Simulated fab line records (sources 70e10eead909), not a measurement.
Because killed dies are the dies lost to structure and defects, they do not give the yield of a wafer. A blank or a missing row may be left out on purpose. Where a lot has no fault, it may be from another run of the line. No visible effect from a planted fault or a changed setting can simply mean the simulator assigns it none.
Matching of chambers    flow nand_harc    NHARC_P_GATE_DESCUM_61 on rie_diel-11: 4 sister chambers
The step chemistry O2, time 3 s. 24 wafers are shown with their chamber, then 12 later ones without.

== WAFERS WITH THEIR CHAMBER ==
wafer   chamber  showerhead_plenum_p_Torr (Torr)  oes_product_au (a.u.)  rf_vpp_V (V)
L077.3  0        1.96                             1.005                  58.1
L077.5  1        2.02                             0.999                  59.6
L077.6  2        1.79                             0.987                  58.2
L078.1  3        1.98                             1.009                  59.1
L078.3  0        1.96                             0.994                  58.1
L078.5  1        2.02                             1.003                  57.8
L080.1  3        1.98                             1.006                  58.2
L080.4  2        1.79                             0.983                  58.0
L080.5  0        1.96                             0.999                  58.7
L081.4  1        2.02                             0.997                  58.0
L081.5  0        1.95                             1.003                  57.6
L081.6  1        2.02                             0.986                  59.1
L083.1  1        2.02                             0.994                  58.2
L083.3  0        1.95                             1.013                  58.0
L083.5  2        1.79                             0.986                  57.0
L084.1  1        2.02                             1.004                  58.1
L084.3  3        1.98                             0.997                  58.9
L084.6  2        1.79                             0.987                  57.2
L086.2  0        1.95                             1.010                  58.1
L086.3  1        2.01                             1.002                  59.9
L086.4  2        1.79                             0.996                  56.8
L088.1  0        1.95                             1.005                  58.0
L088.2  3        1.97                             1.006                  58.0
L088.6  3        1.97                             0.999                  57.8

SIGNATURES (averages over the wafers above)
reading                   chamber 0  chamber 1  chamber 2  chamber 3  scatter within a chamber
showerhead_plenum_p_Torr  1.9543     2.0186     1.7900     1.9760     0.00434
oes_product_au            1.00414    0.99786    0.98780    1.00340    0.00585
rf_vpp_V                  58.086     58.671     57.440     58.400     0.624
Rule: a wafer lies at a distance from a chamber equal to the root of the sum of squares, over the readings, of (its reading less the chamber's mean, divided by the reading's scatter). The wafer belongs to the nearest chamber; if the next one is less than 2 further off, it can't be placed. The scatter: the root of (the sum of the squares of (reading less its chamber's mean) over the shown wafers, divided by (wafers less chambers)).

== WAFERS WHOSE CHAMBER IS MISSING ==
wafer   showerhead_plenum_p_Torr (Torr)  oes_product_au (a.u.)  rf_vpp_V (V)
L089.1  1.95                             1.007                  57.6
L089.2  1.97                             1.019                  57.2
L089.5  1.79                             0.985                  58.0
L090.1  2.01                             0.978                  58.0
L090.3  1.97                             1.006                  57.6
L090.6  2.01                             0.989                  57.4
L093.4  1.78                             0.998                  56.6
L093.5  1.78                             1.002                  56.2
L093.6  1.97                             0.996                  57.5
L095.1  1.94                             0.994                  57.9
L095.2  2.01                             0.978                  57.0
L095.4  1.97                             1.010                  57.3

== WHICH CHAMBER EACH ONE RAN IN ==
wafer   from the rows above      in truth
L089.1  0                        0
L089.2  can't be placed: 3 or 0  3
L089.5  2                        2
L090.1  1                        1
L090.3  can't be placed: 3 or 0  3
L090.6  1                        1
L093.4  2                        2
L093.5  2                        2
L093.6  can't be placed: 3 or 0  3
L095.1  0                        0
L095.2  1                        1
L095.4  can't be placed: 3 or 0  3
Correctly placed: 8 of 12. Not placeable from these rows: 4 (in 4, the candidates include the true chamber). 0 placed wrongly.
